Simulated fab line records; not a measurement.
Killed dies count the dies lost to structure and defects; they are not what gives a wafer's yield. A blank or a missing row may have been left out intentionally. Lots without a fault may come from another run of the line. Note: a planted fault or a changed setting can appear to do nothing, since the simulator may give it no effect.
Which of the tools did it? :: flow nandHarc :: 11 lots with 33 wafers sampled at 6 steps, on a route of 1159 steps

== WHAT THE GAUGES SHOWED, per wafer ==
NHARC_A_BLC_CD_MEAS_10: target cd 100 nm.
lot: L365
measured: day 16 19:13
on: cdSem-02
cdNm (nm): 100.1 102.2 100.6

lot: L367
measured: day 17 16:44
on: cdSem-01
cdNm (nm): 100.8 101.2 100.3

lot: L366
measured: day 17 18:07
on: cdSem-02
cdNm (nm): 99.1 98.8 99.5

lot: L369
measured: day 18 01:12
on: cdSem-02
cdNm (nm): 99.2 99.7 99.2

lot: L373
measured: day 18 23:19
on: cdSem-01
cdNm (nm): 99.3 101.1 100.1

lot: L371
measured: day 19 19:47
on: cdSem-03
cdNm (nm): 98.4 98.4 99.6

lot: L380
measured: day 20 20:11
on: cdSem-03
cdNm (nm): 115.5 114.0 115.8

lot: L376
measured: day 21 05:19
on: cdSem-03
cdNm (nm): 114.8 115.2 113.7

lot: L384
measured: day 22 00:47
on: cdSem-02
cdNm (nm): 100.0 100.1 98.7

lot: L386
measured: day 22 11:51
on: cdSem-01
cdNm (nm): 101.4 100.2 101.1

lot: L387
measured: day 22 19:53
on: cdSem-02
cdNm (nm): 99.7 98.6 99.7

NHARC_END_SORT_01.
lot: L380
measured: day 22 19:11
on: prober-01
killedAtArray: 106 116 123
killedAtOther: 1 2 1
killedAtPeriphery: 6 6 10
killedDies: 113 124 134
killedOpen: 1 4 5
killedShort: 3 1 1

lot: L376
measured: day 23 06:19
on: prober-01
killedAtArray: 40 65 68
killedAtOther: 1 0 0
killedAtPeriphery: 5 2 4
killedDies: 46 67 72
killedOpen: 3 4 1
killedShort: 2 4 0

== TOOL THAT RAN EACH LOT (tool first, then ch and the chambers of the sampled wafers, then the start) ==
lot: L365
NHARC_A_CONTACT_STRIP_26: rieDiel-04 ch 2,3, day 16 19:08 or earlier
NHARC_A_BLC_PEB_08: lithoTrack-04 ch 0, day 16 19:08
NHARC_A_BLC_ETCH_16: rieDiel-01 ch 0,1,2, day 16 19:31
NHARC_A_BLC_ETCH_17: rieDiel-01 ch 0,1,2, no start

lot: L367
NHARC_A_CONTACT_STRIP_26: rieDiel-04 ch 0,1, day 17 16:39 or earlier
NHARC_A_BLC_PEB_08: lithoTrack-04 ch 0, day 17 16:39
NHARC_A_BLC_ETCH_16: rieDiel-11 ch 1,2,3, day 17 17:01
NHARC_A_BLC_ETCH_17: rieDiel-11 ch 2,3, no start

lot: L366
NHARC_A_CONTACT_STRIP_26: rieDiel-05 ch 0,1,3, day 17 18:02 or earlier
NHARC_A_BLC_PEB_08: lithoTrack-01 ch 0, day 17 18:02
NHARC_A_BLC_ETCH_16: rieDiel-11 ch 1,2,3, day 17 18:24
NHARC_A_BLC_ETCH_17: rieDiel-11 ch 0,2, no start

lot: L369
NHARC_A_CONTACT_STRIP_26: rieDiel-04 ch 0,1, day 18 01:07 or earlier
NHARC_A_BLC_PEB_08: lithoTrack-06 ch 0, day 18 01:07
NHARC_A_BLC_ETCH_16: rieDiel-11 ch 1,2,3, day 18 01:31
NHARC_A_BLC_ETCH_17: rieDiel-11 ch 0,3, no start

lot: L373
NHARC_A_CONTACT_STRIP_26: rieDiel-05 ch 0,2, day 18 23:14 or earlier
NHARC_A_BLC_PEB_08: lithoTrack-04 ch 0, day 18 23:14
NHARC_A_BLC_ETCH_16: rieDiel-01 ch 0,2,3, day 18 23:36
NHARC_A_BLC_ETCH_17: rieDiel-01 ch 1,2,3, no start

lot: L371
NHARC_A_CONTACT_STRIP_26: rieDiel-04 ch 1,2,3, day 19 19:42 or earlier
NHARC_A_BLC_PEB_08: lithoTrack-01 ch 0, day 19 19:42
NHARC_A_BLC_ETCH_16: rieDiel-01 ch 0,1,3, day 19 20:04
NHARC_A_BLC_ETCH_17: rieDiel-01 ch 1,2,3, no start

lot: L380
NHARC_A_CONTACT_STRIP_26: rieDiel-07 ch 1,2,3, day 20 20:07 or earlier
NHARC_A_BLC_PEB_08: lithoTrack-04 ch 0, day 20 20:07
NHARC_A_BLC_ETCH_16: rieDiel-11 ch 1,2,3, day 20 20:28
NHARC_A_BLC_ETCH_17: rieDiel-11 ch 1,3, day 22 19:11 or earlier

lot: L376
NHARC_A_CONTACT_STRIP_26: rieDiel-07 ch 0,1,3, day 21 05:14 or earlier
NHARC_A_BLC_PEB_08: lithoTrack-04 ch 0, day 21 05:14
NHARC_A_BLC_ETCH_16: rieDiel-01 ch 0,1,3, day 21 05:35
NHARC_A_BLC_ETCH_17: rieDiel-01 ch 0,1,3, day 23 06:19 or earlier

lot: L384
NHARC_A_CONTACT_STRIP_26: rieDiel-04 ch 0,1,3, day 22 00:43 or earlier
NHARC_A_BLC_PEB_08: lithoTrack-06 ch 0, day 22 00:43
NHARC_A_BLC_ETCH_16: rieDiel-13 ch 0,1,2, day 22 01:06
NHARC_A_BLC_ETCH_17: rieDiel-13 ch 0,2,3, no start

lot: L386
NHARC_A_CONTACT_STRIP_26: rieDiel-04 ch 0,2, day 22 11:46 or earlier
NHARC_A_BLC_PEB_08: lithoTrack-06 ch 0, day 22 11:46
NHARC_A_BLC_ETCH_16: rieDiel-01 ch 1,2, day 22 12:08
NHARC_A_BLC_ETCH_17: rieDiel-01 ch 0,3, no start

lot: L387
NHARC_A_CONTACT_STRIP_26: rieDiel-04 ch 0,1,3, day 22 19:48 or earlier
NHARC_A_BLC_PEB_08: lithoTrack-01 ch 0, day 22 19:48
NHARC_A_BLC_ETCH_16: rieDiel-11 ch 1,2,3, day 22 20:09
NHARC_A_BLC_ETCH_17: rieDiel-11 ch 0,3, no start
- NHARC_A_CONTACT_STRIP_26: strips in O2.
- NHARC_A_BLC_PEB_08: peb time 65 s.
- NHARC_A_BLC_ETCH_16: etches the open film in CF4, target depth 39 nm, time 65 s.
- NHARC_A_BLC_ETCH_17: etches the open film in N2/H2, target depth 390 nm, time 609.38 s.

== WHAT THE TOOLS THEMSELVES READ (means of the sampled wafers that have a number; where no wafer has one, the mark that the record gives instead) ==
NHARC_A_CONTACT_STRIP_26.
lot: L365
tool: rieDiel-04
drypumpMotorCurrentA (A): 5.6
oesProductAu (a.u.): 1.014
rfVppV (V): 57.7
showerheadPlenumPTorr (Torr): 3.67
throttleValvePct (%): 17.037

lot: L367
tool: rieDiel-04
drypumpMotorCurrentA (A): 5.4
oesProductAu (a.u.): 0.979
rfVppV (V): 57.9
showerheadPlenumPTorr (Torr): 3.49
throttleValvePct (%): 17.046

lot: L366
tool: rieDiel-05
drypumpMotorCurrentA (A): 6.0
oesProductAu (a.u.): 0.983
rfVppV (V): 57.1
showerheadPlenumPTorr (Torr): 3.55
throttleValvePct (%): 17.035

lot: L369
tool: rieDiel-04
drypumpMotorCurrentA (A): 5.7
oesProductAu (a.u.): 1.006
rfVppV (V): 57.4
showerheadPlenumPTorr (Torr): 3.49
throttleValvePct (%): 17.037

lot: L373
tool: rieDiel-05
drypumpMotorCurrentA (A): 6.3
oesProductAu (a.u.): 0.987
rfVppV (V): 57.9
showerheadPlenumPTorr (Torr): 3.49
throttleValvePct (%): 17.030

lot: L371
tool: rieDiel-04
drypumpMotorCurrentA (A): 5.4
oesProductAu (a.u.): 1.001
rfVppV (V): 56.8
showerheadPlenumPTorr (Torr): 3.60
throttleValvePct (%): 17.040

lot: L380
tool: rieDiel-07
drypumpMotorCurrentA (A): 5.5
oesProductAu (a.u.): 0.983
rfVppV (V): 57.4
showerheadPlenumPTorr (Torr): 3.51
throttleValvePct (%): 17.040

lot: L376
tool: rieDiel-07
drypumpMotorCurrentA (A): 5.0
oesProductAu (a.u.): 0.987
rfVppV (V): 58.2
showerheadPlenumPTorr (Torr): 3.61
throttleValvePct (%): 17.039

lot: L384
tool: rieDiel-04
drypumpMotorCurrentA (A): 5.5
oesProductAu (a.u.): 0.991
rfVppV (V): 58.3
showerheadPlenumPTorr (Torr): 3.55
throttleValvePct (%): 17.038

lot: L386
tool: rieDiel-04
drypumpMotorCurrentA (A): 5.9
oesProductAu (a.u.): 1.024
rfVppV (V): 57.7
showerheadPlenumPTorr (Torr): 3.56
throttleValvePct (%): 17.036

lot: L387
tool: rieDiel-04
drypumpMotorCurrentA (A): 5.5
oesProductAu (a.u.): 1.006
rfVppV (V): 57.3
showerheadPlenumPTorr (Torr): 3.55
throttleValvePct (%): 17.035

NHARC_A_BLC_ETCH_16.
lot: L365
tool: rieDiel-01
drypumpMotorCurrentA (A): 5.2
oesProductAu (a.u.): 0.999
rfFwdPowerW (W): 298.0
rfVppV (V): 151.1
showerheadPlenumPTorr (Torr): 1.74
throttleValvePct (%): 13.281

lot: L367
tool: rieDiel-11
drypumpMotorCurrentA (A): 5.3
oesProductAu (a.u.): 0.990
rfFwdPowerW (W): 297.8
rfVppV (V): 150.7
showerheadPlenumPTorr (Torr): 1.79
throttleValvePct (%): 13.280

lot: L366
tool: rieDiel-11
drypumpMotorCurrentA (A): 5.3
oesProductAu (a.u.): 0.994
rfFwdPowerW (W): 298.8
rfVppV (V): 151.2
showerheadPlenumPTorr (Torr): 1.79
throttleValvePct (%): 13.280

lot: L369
tool: rieDiel-11
drypumpMotorCurrentA (A): 5.3
oesProductAu (a.u.): 0.995
rfFwdPowerW (W): 298.4
rfVppV (V): 151.7
showerheadPlenumPTorr (Torr): 1.79
throttleValvePct (%): 13.278

lot: L373
tool: rieDiel-01
drypumpMotorCurrentA (A): 5.6
oesProductAu (a.u.): 0.994
rfFwdPowerW (W): 297.1
rfVppV (V): 150.6
showerheadPlenumPTorr (Torr): 1.73
throttleValvePct (%): 13.287

lot: L371
tool: rieDiel-01
drypumpMotorCurrentA (A): 5.8
oesProductAu (a.u.): 0.980
rfFwdPowerW (W): 297.3
rfVppV (V): 149.9
showerheadPlenumPTorr (Torr): 1.69
throttleValvePct (%): 13.285

lot: L380
tool: rieDiel-11
drypumpMotorCurrentA (A): 5.3
oesProductAu (a.u.): 1.005
rfFwdPowerW (W): 297.9
rfVppV (V): 152.5
showerheadPlenumPTorr (Torr): 1.79
throttleValvePct (%): 13.288

lot: L376
tool: rieDiel-01
drypumpMotorCurrentA (A): 5.8
oesProductAu (a.u.): 0.990
rfFwdPowerW (W): 298.5
rfVppV (V): 150.3
showerheadPlenumPTorr (Torr): 1.69
throttleValvePct (%): 13.285

lot: L384
tool: rieDiel-13
drypumpMotorCurrentA (A): 6.0
oesProductAu (a.u.): 0.991
rfFwdPowerW (W): 297.5
rfVppV (V): 152.3
showerheadPlenumPTorr (Torr): 1.80
throttleValvePct (%): 13.285

lot: L386
tool: rieDiel-01
drypumpMotorCurrentA (A): 5.1
oesProductAu (a.u.): 1.001
rfFwdPowerW (W): 297.2
rfVppV (V): 151.2
showerheadPlenumPTorr (Torr): 1.79
throttleValvePct (%): 13.284

lot: L387
tool: rieDiel-11
drypumpMotorCurrentA (A): 5.3
oesProductAu (a.u.): 0.997
rfFwdPowerW (W): 297.9
rfVppV (V): 152.1
showerheadPlenumPTorr (Torr): 1.79
throttleValvePct (%): 13.290

NHARC_A_BLC_ETCH_17.
lot: L365
tool: rieDiel-01
drypumpMotorCurrentA (A): 5.2
oesProductAu (a.u.): 0.995
rfFwdPowerW (W): 400.0
rfVppV (V): 429.2
showerheadPlenumPTorr (Torr): 2.00
throttleValvePct (%): 14.172

lot: L367
tool: rieDiel-11
drypumpMotorCurrentA (A): 5.2
oesProductAu (a.u.): 0.993
rfFwdPowerW (W): 400.4
rfVppV (V): 432.3
showerheadPlenumPTorr (Torr): 2.11
throttleValvePct (%): 14.174

lot: L366
tool: rieDiel-11
drypumpMotorCurrentA (A): 5.4
oesProductAu (a.u.): 0.983
rfFwdPowerW (W): 401.2
rfVppV (V): 432.4
showerheadPlenumPTorr (Torr): 2.10
throttleValvePct (%): 14.170

lot: L369
tool: rieDiel-11
drypumpMotorCurrentA (A): 6.0
oesProductAu (a.u.): 1.009
rfFwdPowerW (W): 399.7
rfVppV (V): 432.8
showerheadPlenumPTorr (Torr): 2.12
throttleValvePct (%): 14.176

lot: L373
tool: rieDiel-01
drypumpMotorCurrentA (A): 5.8
oesProductAu (a.u.): 0.995
rfFwdPowerW (W): 399.7
rfVppV (V): 431.3
showerheadPlenumPTorr (Torr): 2.01
throttleValvePct (%): 14.167

lot: L371
tool: rieDiel-01
drypumpMotorCurrentA (A): 5.7
oesProductAu (a.u.): 0.990
rfFwdPowerW (W): 398.8
rfVppV (V): 429.9
showerheadPlenumPTorr (Torr): 2.01
throttleValvePct (%): 14.172

lot: L380
tool: rieDiel-11
drypumpMotorCurrentA (A): 5.6
oesProductAu (a.u.): 1.003
rfFwdPowerW (W): 399.5
rfVppV (V): 431.0
showerheadPlenumPTorr (Torr): 2.08
throttleValvePct (%): 14.176

lot: L376
tool: rieDiel-01
drypumpMotorCurrentA (A): 5.8
oesProductAu (a.u.): 0.997
rfFwdPowerW (W): 400.4
rfVppV (V): 427.7
showerheadPlenumPTorr (Torr): 1.94
throttleValvePct (%): 14.177

lot: L384
tool: rieDiel-13
drypumpMotorCurrentA (A): 5.8
oesProductAu (a.u.): 0.993
rfFwdPowerW (W): 401.1
rfVppV (V): 432.4
showerheadPlenumPTorr (Torr): 2.11
throttleValvePct (%): 14.172

lot: L386
tool: rieDiel-01
drypumpMotorCurrentA (A): 5.7
oesProductAu (a.u.): 1.005
rfFwdPowerW (W): 400.7
rfVppV (V): 427.1
showerheadPlenumPTorr (Torr): 1.91
throttleValvePct (%): 14.174

lot: L387
tool: rieDiel-11
drypumpMotorCurrentA (A): 6.1
oesProductAu (a.u.): 0.999
rfFwdPowerW (W): 400.8
rfVppV (V): 432.3
showerheadPlenumPTorr (Torr): 2.11
throttleValvePct (%): 14.171

== THE ANSWER, worked out from the rows above alone ==
Rule: the usual values come from the lots themselves. The widest of any qualifying gaps counts: lots, ordered by their means at a reading, are off when they make up no more than a third of the lots, leave a main group of 4 or more, and stand apart from it by 3 or more times the standard deviation of that group's means. Not used: any main group whose means are identical at the precision the tables above print for the reading. A lot without any number at a reading at which 4 lots or more have one is off too. The other lots that the step has rows for count as sound. The gauges are gone through in route order, then the tools' own readings, and for those a lot's mean is taken as printed above. At the first step where some lot is off, the reading lying furthest off is the one used; lots without a number count as furthest.
Off, at NHARC_A_BLC_CD_MEAS_10 on cdNm: L380, L376. The main group has a mean of 99.9 nm with a standard deviation of 0.78.
A tool fits if, at a process step before that reading, it ran every lot that is off, and no sound lot after the first of them. Those tools and the gauges at NHARC_A_BLC_CD_MEAS_10 are tried in the same way. NHARC_A_CONTACT_STRIP_26 gives no start for some lots, so the hours and the order of its lots are those of NHARC_A_BLC_PEB_08. Can't be told from this: 3 tools fit, rieDiel-07 at NHARC_A_CONTACT_STRIP_26, lithoTrack-04 at NHARC_A_BLC_PEB_08, cdSem-03 at NHARC_A_BLC_CD_MEAS_10.

== WHAT THE SIMULATOR HAD PUT IN ==
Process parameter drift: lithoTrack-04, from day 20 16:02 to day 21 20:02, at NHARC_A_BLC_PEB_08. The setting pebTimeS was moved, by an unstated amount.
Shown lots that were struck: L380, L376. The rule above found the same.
